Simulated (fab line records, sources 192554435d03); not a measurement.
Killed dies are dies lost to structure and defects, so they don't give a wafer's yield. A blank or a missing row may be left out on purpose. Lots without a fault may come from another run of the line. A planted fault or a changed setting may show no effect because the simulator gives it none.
fab line records | flow n5_finfet
record lots=7 wafers=21
route steps=1938 shown BEOL_M7@1305 BEOL_M8@1371
start_h: hours from the record's first day to the start of the lot's first wafer shown | wait_h: hours since the lot's step before | " the same as in the row above | L1.1+2: a row that stands for several wafers | - no value, or no start given | * or withheld: withheld | < > ~ a bound
route shown NAME@n: a module of which the file shows steps, and the number in the route of the first | usual: mean/standard deviation of fault-free wafers | same: alike in all rows | chamber/n: place in a boat | sites: the reading at each site | _std_site: their standard deviation | _edge_site: outer sites' mean less inner sites' | radius_mm: how far each site lies from the wafer's centre | mask NAME#n: copy n | behind: the tool/chamber that last shaped the wafer | hold: why the lot was held/for how many hours/how that ended | device: the transistor (n, p or np) that didn't switch | end of line: the same wafers' tests at the end of the route | a step without rows: its recipe alone | killed: dies lost to structure and defects at the first sort, not the wafer's yield | map: a wafer's dies, x killed, . not, _ none there
set.NAME: the setting as run; set.NAME@STEP: as run at that earlier step | model.NAME: the simulator's own value behind a step, which no gauge read
lots whose settings were changed on purpose; a table a step, a row a wafer
## steps
# step N5_BEOL_M7_VIA_ETCH_34
# recipe chemistry=C4F6/O2 target=SiCOH_lowk target_depth_a=1255 mask_material=SOC taper_deg=4 time_s=50.5 ion_energy_ev=250 pressure_mtorr=30 source_w=345 bias_w=185 Ar_flow_sccm=300 C4F6_flow_sccm=10 O2_flow_sccm=10
# usual rf_vpp_V=667/5.3
# columns lot.wafer tool chamber start_h wait_h set.bias_w rf_vpp_V
L078.3 rie_diel-06 3 218.88 0.0 185 670
L078.4 " 0 " " 185 671
L078.5 " 0 " " 214.6 753
L079.1 rie_diel-02 0 221.14 0.0 185 666
L079.4 " 0 " " 185 667
L079.6 " 2 " " 185 661
L082.2 rie_diel-02 0 254.49 0.0 185 667
L082.3 " 3 " " 185 661
L082.6 " 3 " " 185 661
L084.2 rie_diel-02 3 267.90 0.0 185 662
L084.3 " 0 " " 185 667
L084.5 " 2 " " 185 662
L085.2 rie_diel-02 3 271.50 0.0 185 660
L085.3 " 2 " " 185 660
L085.6 " 3 " " 185 660
L090.1 rie_diel-02 2 292.42 0.0 185 660
L090.2 " 0 " " 185 666
L090.4 " 1 " " 185 669
L092.2 rie_diel-06 0 306.62 0.0 161.4 601
L092.5 " 0 " " 185 669
L092.6 " 3 " " 161.4 602
# step N5_BEOL_M7_TRENCH_ETCH_37
# recipe chemistry=C4F6/O2 target_depth_a=934.78 target=SiCOH_lowk time_s=31.2 ion_energy_ev=250 pressure_mtorr=30 source_w=345 bias_w=185 Ar_flow_sccm=300 C4F6_flow_sccm=10 O2_flow_sccm=10
# columns lot.wafer tool chamber start_h wait_h set.time_s model.etch.depth_nm model.BEOL_M7.feature_depth_nm
L078.3 rie_diel-06 3 - - 31.2 93.79 93.8
L078.4 " 0 " " 31.2 93.59 93.6
L078.5 " 0 " " 25.6 76.64 76.6
L079.1 rie_diel-02 0 - - 31.2 91.01 91
L079.4 " 0 " " 31.2 90.42 90.4
L079.6 " 2 " " 31.2 92.11 92.2
L082.2 rie_diel-02 0 - - 31.2 90.94 91
L082.3 " 3 " " 29.32 89.81 89.8
L082.6 " 3 " " 31.2 94.74 94.8
L084.2 rie_diel-02 3 - - 34.18 103.7 103.6
L084.3 " 0 " " 31.2 90.27 90.2
L084.5 " 2 " " 31.2 92.72 92.8
L085.2 rie_diel-02 3 - - 31.2 93.76 93.8
L085.3 " 2 " " 31.2 91.98 92
L085.6 " 3 " " 31.2 94.77 94.8
L090.1 rie_diel-02 2 - - 31.2 91.85 91.8
L090.2 " 0 " " 35.65 102.2 102.2
L090.4 " 1 " " 31.2 91.58 91.6
L092.2 rie_diel-06 0 - - 33.07 99.79 99.8
L092.5 " 0 " " 31.2 93.77 93.8
L092.6 " 3 " " 33.07 97.15 97.2
# step N5_BEOL_M7_ETCH_41
# recipe chemistry=CH3F/O2 target=SiCN target_depth_a=319 taper_deg=2 time_s=57.8 ion_energy_ev=120 mask_material=TiN pressure_mtorr=30 source_w=395 bias_w=75 Ar_flow_sccm=150 CH3F_flow_sccm=30 O2_flow_sccm=20
# step N5_BEOL_M7_STRIP_80
# recipe chemistry=N2/H2 time_s=10 power_w=450 temp_c=40 pressure_mtorr=20 rf_frequency_hz=6e+07 bias_power_w=7 n2_flow_sccm=200 h2_flow_sccm=200
# step N5_BEOL_M7_OCD_MEAS_38
# usual trench_depth_nm=93.1/1.5
# columns lot.wafer tool chamber start_h wait_h set.time_s@BEOL_M7_TRENCH_ETCH_37 trench_depth_nm
L078.3 ocd-02 - 219.13 - 31.2 93.5
L078.4 " - " " 31.2 93.9
L078.5 " - " " 25.6 76.6
L079.1 ocd-02 - 221.39 - 31.2 91.1
L079.4 " - " " 31.2 90.6
L079.6 " - " " 31.2 92.0
L082.2 ocd-02 - 254.75 - 31.2 90.8
L082.3 " - " " 29.32 89.6
L082.6 " - " " 31.2 94.7
L084.2 ocd-01 - 268.15 - 34.18 103.7
L084.3 " - " " 31.2 90.6
L084.5 " - " " 31.2 92.7
L085.2 ocd-01 - 271.75 - 31.2 93.8
L085.3 " - " " 31.2 92.4
L085.6 " - " " 31.2 95.1
L090.1 ocd-01 - 292.67 - 31.2 92.2
L090.2 " - " " 35.65 102.1
L090.4 " - " " 31.2 91.5
L092.2 ocd-02 - 306.87 - 33.07 99.3
L092.5 " - " " 31.2 93.3
L092.6 " - " " 33.07 97.3
# step N5_BEOL_M7_HM_STRIP_39
# recipe chemistry=peroxide_tin_strip material=TiN target_depth_a=250 temp_c=50 time_s=158
# step N5_BEOL_M7_SRD_40
# recipe time_s=30 temp_c=23 rinse_liquid=diw dry=ipa_marangoni
# step N5_BEOL_M7_ECD_50
# recipe material=Cu target_thk_a=3000
# step N5_BEOL_M7_ANNEAL_51
# recipe temp_c=225 time_s=90 ambient=N2
# step N5_BEOL_M7_CMP_52
# recipe stop_on=SiCOH_lowk t_overpolish_s=6.9 down_force_psi=1 platen_rpm=50 clearing_platen_down_force_psi=1.5 clearing_platen_rpm=50 post_cmp_clean=cu_alkaline target_thk_nm=80 clearing_platen_pad_velocity_m_s=0.99484 pad_velocity_m_s=0.99484
# columns lot.wafer tool chamber start_h wait_h set.time_s@BEOL_M7_TRENCH_ETCH_37 model.Cu_of_BEOL_M7_ECD_50.thk_nm
L078.4 cmp-02 0 221.76 0.1 31.2 80.6
L078.3 " 1 " " 31.2 79.4
L078.5 " 1 " " 25.6 62.4
L079.4 cmp-01 3 224.17 0.1 31.2 74.6
L079.1 " 1 " " 31.2 78.2
L079.6 " 3 " " 31.2 77.8
L082.3 cmp-04 1 256.68 0.2 29.32 76
L082.2 " 3 " " 31.2 77.6
L082.6 " 1 " " 31.2 81.4
L084.3 cmp-01 0 270.35 0.2 31.2 75.6
L084.2 " 1 " " 34.18 89.4
L084.5 " 3 " " 31.2 77.4
L085.2 cmp-02 0 273.42 0.2 31.2 80.8
L085.3 " 1 " " 31.2 80.6
L085.6 " 3 " " 31.2 82.8
L090.4 cmp-04 2 294.91 0.1 31.2 78.8
L090.2 " 3 " " 35.65 90.4
L090.1 " 1 " " 31.2 79.6
L092.2 cmp-04 3 309.01 0.3 33.07 88
L092.5 " 1 " " 31.2 81.6
L092.6 " 2 " " 33.07 83.8
# step N5_BEOL_M7_THK_MEAS_53
# recipe thk_meas_gauge=xrf reads=Cu_of_BEOL_M7_ECD_50
# usual M7_THK=78.9/1.8
# columns lot.wafer tool chamber start_h wait_h set.time_s@BEOL_M7_TRENCH_ETCH_37 M7_THK[nm]
L078.3 film_metro-01 - 222.05 - 31.2 78.0
L078.4 " - " " 31.2 79.1
L078.5 " - " " 25.6 61.6
L079.1 film_metro-01 - 224.46 - 31.2 77.4
L079.4 " - " " 31.2 73.7
L079.6 " - " " 31.2 77.0
L082.2 film_metro-01 - 256.97 - 31.2 76.7
L082.3 " - " " 29.32 75.3
L082.6 " - " " 31.2 80.9
L084.2 film_metro-01 - 270.61 - 34.18 88.6
L084.3 " - " " 31.2 74.6
L084.5 " - " " 31.2 76.6
L085.2 film_metro-02 - 273.68 - 31.2 80.4
L085.3 " - " " 31.2 80.2
L085.6 " - " " 31.2 82.1
L090.1 film_metro-01 - 295.20 - 31.2 78.5
L090.2 " - " " 35.65 89.3
L090.4 " - " " 31.2 77.6
L092.2 film_metro-02 - 309.23 - 33.07 87.4
L092.5 " - " " 31.2 81.2
L092.6 " - " " 33.07 83.5
# step N5_BEOL_M7_PRE_CLEAN_55
# recipe gas=NH3 time_s=15 temp_c=withheld rf_power_w=300
# step N5_BEOL_M7_DEP_56
# recipe material=SiCN target_thk_a=100 temp_c=withheld precursor=3MS/NH3 pressure_torr=3 rf_w=202 time_s=17.5
# step N5_BEOL_M7_RS_MEAS_57
# recipe thk_meas_gauge=four-point-probe reads=Cu_of_BEOL_M7_ECD_50+Co_of_BEOL_M7_CVD_78+TaN_of_BEOL_M7_ALD_77
# usual M7_RS=0.288/0.0073
# columns lot.wafer tool chamber start_h wait_h set.time_s@BEOL_M7_TRENCH_ETCH_37 M7_RS[ohm/sq]
L078.3 film_metro-01 - 222.21 0.1 31.2 0.289
L078.4 " - " " 31.2 0.284
L078.5 " - " " 25.6 0.384
L079.1 film_metro-01 - 224.59 0.1 31.2 0.293
L079.4 " - " " 31.2 0.310
L079.6 " - " " 31.2 0.296
L082.2 film_metro-02 - 257.10 0.1 31.2 0.297
L082.3 " - " " 29.32 0.304
L082.6 " - " " 31.2 0.280
L084.2 film_metro-01 - 270.74 0.1 34.18 0.251
L084.3 " - " " 31.2 0.305
L084.5 " - " " 31.2 0.297
L085.2 film_metro-01 - 273.81 0.1 31.2 0.283
L085.3 " - " " 31.2 0.282
L085.6 " - " " 31.2 0.275
L090.1 film_metro-01 - 295.34 0.1 31.2 0.288
L090.2 " - " " 35.65 0.248
L090.4 " - " " 31.2 0.291
L092.2 film_metro-02 - 309.36 0.1 33.07 0.256
L092.5 " - " " 31.2 0.280
L092.6 " - " " 33.07 0.271
# step N5_BEOL_M8_ETCH_66
# recipe chemistry=N2/H2 target=SOC target_depth_a=800 overetch_a=160 mask_material=SiARC temp_c=40 time_s=120 ion_energy_ev=200 pressure_mtorr=30 source_w=840 bias_w=150 n2_flow_sccm=200 h2_flow_sccm=200
# usual rf_vpp_V=523.9/2.5
# columns lot.wafer tool chamber start_h wait_h set.bias_w rf_vpp_V model.SiARC_of_BEOL_M8_COAT_64.thk_nm
L078.3 rie_diel-03 1 225.78 0.0 150 526.8 6.4
L078.4 " 3 " " 150 522.1 6.4
L078.5 " 2 " " 150 524.6 6.6
L079.1 rie_diel-03 1 228.48 0.0 150 528.1 6.4
L079.4 " 0 " " 150 520.8 6.6
L079.6 " 2 " " 150 524.9 6.6
L082.2 rie_diel-03 2 261.39 0.0 150 525.3 6.6
L082.3 " 3 " " 150 520.5 6.4
L082.6 " 3 " " 166.4 555.2 5.6
L084.2 rie_diel-03 2 274.19 0.0 127.7 473.3 7.6
L084.3 " 3 " " 150 520.4 6.4
L084.5 " 3 " " 127.7 470.8 7.4
L085.2 rie_diel-05 2 276.68 0.0 150 522.1 6.6
L085.3 " 1 " " 128.1 472.1 7.4
L085.6 " 3 " " 128.1 472.9 7.6
L090.1 rie_diel-03 1 300.03 0.0 150 527.1 6.4
L090.2 " 3 " " 150 522.1 6.4
L090.4 " 2 " " 162 552.6 6.2
L092.2 rie_diel-05 2 312.21 0.0 174.5 575.5 5.6
L092.5 " 2 " " 150 522.2 6.6
L092.6 " 3 " " 150 523.8 6.6
# step N5_BEOL_M8_TRENCH_ETCH_37
# recipe chemistry=C4F6/O2 target_depth_a=934.78 target=SiCOH_lowk time_s=31.2 ion_energy_ev=250 pressure_mtorr=30 source_w=345 bias_w=185 Ar_flow_sccm=300 C4F6_flow_sccm=10 O2_flow_sccm=10
# usual rf_vpp_V=661/5.5
# columns lot.wafer tool chamber start_h wait_h set.source_w rf_vpp_V model.BEOL_M8.feature_depth_nm model.etch.depth_nm
L078.3 rie_diel-03 1 - - 289 730 87 86.95
L078.4 " 3 " " 345 659 93.2 93.11
L078.5 " 2 " " 289 729 85 84.91
L079.1 rie_diel-03 1 - - 345 669 93.8 93.87
L079.4 " 0 " " 345 653 94.2 94.14
L079.6 " 2 " " 345 666 91.4 91.4
L082.2 rie_diel-03 2 - - 345 665 91 91.09
L082.3 " 3 " " 345 661 93.8 93.73
L082.6 " 3 " " 345 660 93 93
L084.2 rie_diel-03 2 - - 291.7 725 84.8 84.89
L084.3 " 3 " " 345 659 93 93.02
L084.5 " 3 " " 345 660 92.6 92.61
L085.2 rie_diel-05 2 - - 313.4 689 88.8 88.72
L085.3 " 1 " " 345 659 93.8 93.75
L085.6 " 3 " " 313.4 691 88 87.98
L090.1 rie_diel-03 1 - - 345 666 92.2 92.26
L090.2 " 3 " " 345 661 93.4 93.32
L090.4 " 2 " " 345 666 91.4 91.46
L092.2 rie_diel-05 2 - - 345 654 92 91.91
L092.5 " 2 " " 345 656 91 91.03
L092.6 " 3 " " 399 612 96.2 96.19
# step N5_BEOL_M8_ETCH_41
# recipe chemistry=CH3F/O2 target=SiCN target_depth_a=319 taper_deg=2 time_s=57.8 ion_energy_ev=120 mask_material=TiN pressure_mtorr=30 source_w=395 bias_w=75 Ar_flow_sccm=150 CH3F_flow_sccm=30 O2_flow_sccm=20
# step N5_BEOL_M8_STRIP_80
# recipe chemistry=N2/H2 time_s=10 power_w=450 temp_c=40 pressure_mtorr=20 rf_frequency_hz=6e+07 bias_power_w=7 n2_flow_sccm=200 h2_flow_sccm=200
# step N5_BEOL_M8_OCD_MEAS_38
# usual trench_depth_nm=92.3/1.3
# columns lot.wafer tool chamber start_h wait_h set.source_w@BEOL_M8_TRENCH_ETCH_37 trench_depth_nm
L078.3 ocd-01 - 226.13 - 289 86.8
L078.4 " - " " 345 93.3
L078.5 " - " " 289 85.3
L079.1 ocd-01 - 228.83 - 345 93.6
L079.4 " - " " 345 94.0
L079.6 " - " " 345 91.7
L082.2 ocd-02 - 261.74 - 345 91.1
L082.3 " - " " 345 94.4
L082.6 " - " " 345 93.5
L084.2 ocd-01 - 274.54 - 291.7 84.6
L084.3 " - " " 345 92.7
L084.5 " - " " 345 92.7
L085.2 ocd-01 - 277.04 - 313.4 88.6
L085.3 " - " " 345 93.9
L085.6 " - " " 313.4 87.6
L090.1 ocd-01 - 300.38 - 345 92.4
L090.2 " - " " 345 94.0
L090.4 " - " " 345 91.4
L092.2 ocd-01 - 312.56 - 345 92.0
L092.5 " - " " 345 91.0
L092.6 " - " " 399 96.2
# step N5_BEOL_M8_HM_STRIP_39
# recipe chemistry=peroxide_tin_strip material=TiN target_depth_a=250 temp_c=50 time_s=158
# step N5_BEOL_M8_SRD_40
# recipe time_s=30 temp_c=23 rinse_liquid=diw dry=ipa_marangoni
# step N5_BEOL_M8_ECD_50
# recipe material=Cu target_thk_a=3000
# step N5_BEOL_M8_ANNEAL_51
# recipe temp_c=225 time_s=90 ambient=N2
# step N5_BEOL_M8_CMP_52
# recipe stop_on=SiCOH_lowk t_overpolish_s=6.9 down_force_psi=1 platen_rpm=50 clearing_platen_down_force_psi=1.5 clearing_platen_rpm=50 post_cmp_clean=cu_alkaline target_thk_nm=80 clearing_platen_pad_velocity_m_s=0.99484 pad_velocity_m_s=0.99484
# columns lot.wafer tool chamber start_h wait_h set.source_w@BEOL_M8_TRENCH_ETCH_37 model.Cu_of_BEOL_M8_ECD_50.thk_nm
L078.3 cmp-01 3 230.20 0.2 289 72.8
L078.4 " 0 " " 345 79.4
L078.5 " 1 " " 289 70
L079.1 cmp-04 2 232.26 0.6 345 80.8
L079.4 " 1 " " 345 79.6
L079.6 " 2 " " 345 78.2
L082.3 cmp-01 2 264.04 0.2 345 79.8
L082.2 " 0 " " 345 76.2
L082.6 " 2 " " 345 78
L084.2 cmp-03 3 276.23 0.2 291.7 69.4
L084.3 " 1 " " 345 79.2
L084.5 " 3 " " 345 77.4
L085.3 cmp-04 1 279.84 0.3 345 80.8
L085.2 " 3 " " 313.4 76.4
L085.6 " 0 " " 313.4 75
L090.4 cmp-03 1 303.03 0.1 345 78.2
L090.2 " 2 " " 345 80.2
L090.1 " 3 " " 345 79.2
L092.2 cmp-04 2 314.86 0.3 345 79.6
L092.5 " 0 " " 345 77.6
L092.6 " 1 " " 399 83.2
# step N5_BEOL_M8_THK_MEAS_53
# recipe thk_meas_gauge=xrf reads=Cu_of_BEOL_M8_ECD_50
# usual M8_THK=78.3/1.7
# columns lot.wafer tool chamber start_h wait_h set.source_w@BEOL_M8_TRENCH_ETCH_37 M8_THK[nm]
L078.3 film_metro-02 - 230.42 - 289 72.8
L078.4 " - " " 345 78.5
L078.5 " - " " 289 70.0
L079.1 film_metro-02 - 232.56 - 345 81.2
L079.4 " - " " 345 79.6
L079.6 " - " " 345 78.5
L082.2 film_metro-02 - 264.30 - 345 76.1
L082.3 " - " " 345 79.5
L082.6 " - " " 345 77.9
L084.2 film_metro-02 - 276.49 - 291.7 68.6
L084.3 " - " " 345 78.4
L084.5 " - " " 345 76.9
L085.2 film_metro-01 - 280.10 - 313.4 76.7
L085.3 " - " " 345 81.1
L085.6 " - " " 313.4 75.0
L090.1 film_metro-01 - 303.33 - 345 78.6
L090.2 " - " " 345 79.5
L090.4 " - " " 345 77.7
L092.2 film_metro-01 - 315.08 - 345 78.3
L092.5 " - " " 345 76.3
L092.6 " - " " 399 81.8
# step N5_BEOL_M8_PRE_CLEAN_55
# recipe gas=NH3 time_s=15 temp_c=withheld rf_power_w=300
# step N5_BEOL_M8_DEP_56
# recipe material=SiCN target_thk_a=100 temp_c=withheld precursor=3MS/NH3 pressure_torr=3 rf_w=202 time_s=17.5
# step N5_BEOL_M8_RS_MEAS_57
# recipe thk_meas_gauge=four-point-probe reads=Cu_of_BEOL_M8_ECD_50+Co_of_BEOL_M8_CVD_78+TaN_of_BEOL_M8_ALD_77
# usual M8_RS=0.291/0.0068
# columns lot.wafer tool chamber start_h wait_h set.source_w@BEOL_M8_TRENCH_ETCH_37 M8_RS[ohm/sq]
L078.3 film_metro-02 - 230.55 0.1 289 0.319
L078.4 " - " " 345 0.288
L078.5 " - " " 289 0.336
L079.1 film_metro-01 - 232.69 0.1 345 0.282
L079.4 " - " " 345 0.287
L079.6 " - " " 345 0.293
L082.2 film_metro-01 - 264.43 0.1 345 0.302
L082.3 " - " " 345 0.287
L082.6 " - " " 345 0.294
L084.2 film_metro-01 - 276.62 0.1 291.7 0.338
L084.3 " - " " 345 0.289
L084.5 " - " " 345 0.297
L085.2 film_metro-01 - 280.24 0.1 313.4 0.301
L085.3 " - " " 345 0.283
L085.6 " - " " 313.4 0.308
L090.1 film_metro-02 - 303.46 0.1 345 0.290
L090.2 " - " " 345 0.286
L090.4 " - " " 345 0.294
L092.2 film_metro-02 - 315.24 0.1 345 0.288
L092.5 " - " " 345 0.297
L092.6 " - " " 399 0.273
## key
split step=N5_BEOL_M7_VIA_ETCH_34 setting=bias_w stated=185 by=wafer
response step=N5_BEOL_M7_VIA_ETCH_34 reading=rf_vpp_V change=+5.19 per=1% r=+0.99
split step=N5_BEOL_M7_TRENCH_ETCH_37 setting=time_s stated=31.2 by=wafer
response step=N5_BEOL_M7_TRENCH_ETCH_37 reading=model.etch.depth_nm change=+0.897 per=1% r=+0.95
response step=N5_BEOL_M7_TRENCH_ETCH_37 reading=model.BEOL_M7.feature_depth_nm change=+0.898 per=1% r=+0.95
response step=N5_BEOL_M7_OCD_MEAS_38 reading=trench_depth_nm change=+0.898 per=1% r=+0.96
response step=N5_BEOL_M7_CMP_52 reading=model.Cu_of_BEOL_M7_ECD_50.thk_nm change=+0.937 per=1% r=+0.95
response step=N5_BEOL_M7_THK_MEAS_53 reading=M7_THK change=+0.922 per=1% r=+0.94
response step=N5_BEOL_M7_RS_MEAS_57 reading=M7_RS change=-0.00439 per=1% r=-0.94
split step=N5_BEOL_M8_ETCH_66 setting=bias_w stated=150 by=wafer
response step=N5_BEOL_M8_ETCH_66 reading=rf_vpp_V change=+3.25 per=1% r=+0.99
response step=N5_BEOL_M8_ETCH_66 reading=model.SiARC_of_BEOL_M8_COAT_64.thk_nm change=-0.0647 per=1% r=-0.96
split step=N5_BEOL_M8_TRENCH_ETCH_37 setting=source_w stated=345 by=wafer
response step=N5_BEOL_M8_TRENCH_ETCH_37 reading=rf_vpp_V change=-3.74 per=1% r=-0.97
response step=N5_BEOL_M8_TRENCH_ETCH_37 reading=model.BEOL_M8.feature_depth_nm change=+0.437 per=1% r=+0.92
response step=N5_BEOL_M8_TRENCH_ETCH_37 reading=model.etch.depth_nm change=+0.436 per=1% r=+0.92
response step=N5_BEOL_M8_OCD_MEAS_38 reading=trench_depth_nm change=+0.446 per=1% r=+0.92
response step=N5_BEOL_M8_CMP_52 reading=model.Cu_of_BEOL_M8_ECD_50.thk_nm change=+0.465 per=1% r=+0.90
response step=N5_BEOL_M8_THK_MEAS_53 reading=M8_THK change=+0.448 per=1% r=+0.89
response step=N5_BEOL_M8_RS_MEAS_57 reading=M8_RS change=-0.0022 per=1% r=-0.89
